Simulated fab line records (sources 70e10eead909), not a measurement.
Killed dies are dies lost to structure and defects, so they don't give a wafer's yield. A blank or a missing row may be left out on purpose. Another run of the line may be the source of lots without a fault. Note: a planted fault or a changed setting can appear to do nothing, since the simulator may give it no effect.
Matching of chambers || flow nandHarc || NHARC_P_M0_PRE_CLEAN_31 on pecvd-01 has 3 sister chambers
The step time 12 s. 3 wafers are shown with their chamber, then 8 later ones without.

== WAFERS, EACH WITH ITS CHAMBER ==
{"wafer": "L085.5", "chamber": 2, "heaterPowerW (W)": 532}
{"wafer": "L090.5", "chamber": 0, "heaterPowerW (W)": 741}
{"wafer": "L091.2", "chamber": 1, "heaterPowerW (W)": 597}

== WAFERS WITH NO CHAMBER GIVEN ==
{"wafer": "L091.3", "heaterPowerW (W)": 590}
{"wafer": "L091.5", "heaterPowerW (W)": 611}
{"wafer": "L092.2", "heaterPowerW (W)": 604}
{"wafer": "L092.3", "heaterPowerW (W)": 724}
{"wafer": "L092.5", "heaterPowerW (W)": 722}
{"wafer": "L096.1", "heaterPowerW (W)": 582}
{"wafer": "L096.3", "heaterPowerW (W)": 740}
{"wafer": "L096.4", "heaterPowerW (W)": 572}

== WHICH CHAMBER EACH WENT THROUGH ==
{"wafer": "L091.3", "from the rows above": 1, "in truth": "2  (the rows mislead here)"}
{"wafer": "L091.5", "from the rows above": 1, "in truth": 1}
{"wafer": "L092.2", "from the rows above": 1, "in truth": 1}
{"wafer": "L092.3", "from the rows above": 0, "in truth": 0}
{"wafer": "L092.5", "from the rows above": 0, "in truth": 0}
{"wafer": "L096.1", "from the rows above": 1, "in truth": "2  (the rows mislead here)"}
{"wafer": "L096.3", "from the rows above": 0, "in truth": 0}
{"wafer": "L096.4", "from the rows above": "can't be placed: 1 or 2", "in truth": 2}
Correctly placed: 5 of 8. These rows do not allow placing 1 (true chamber among the candidates in 1). Number placed wrongly: 2.
How it was worked out, from the rows above alone: a wafer's distance from a chamber is the root of the sum, over the readings, of the square of ((its reading less the chamber's mean) divided by the reading's scatter). The wafer belongs to the nearest chamber; if the next one is less than 2 further off, it can't be placed. A chamber's mean is the mean of its shown wafers. The scatter: with one shown wafer a chamber, the root of the mean of the squares of how far each hidden wafer lies from its nearest shown one.
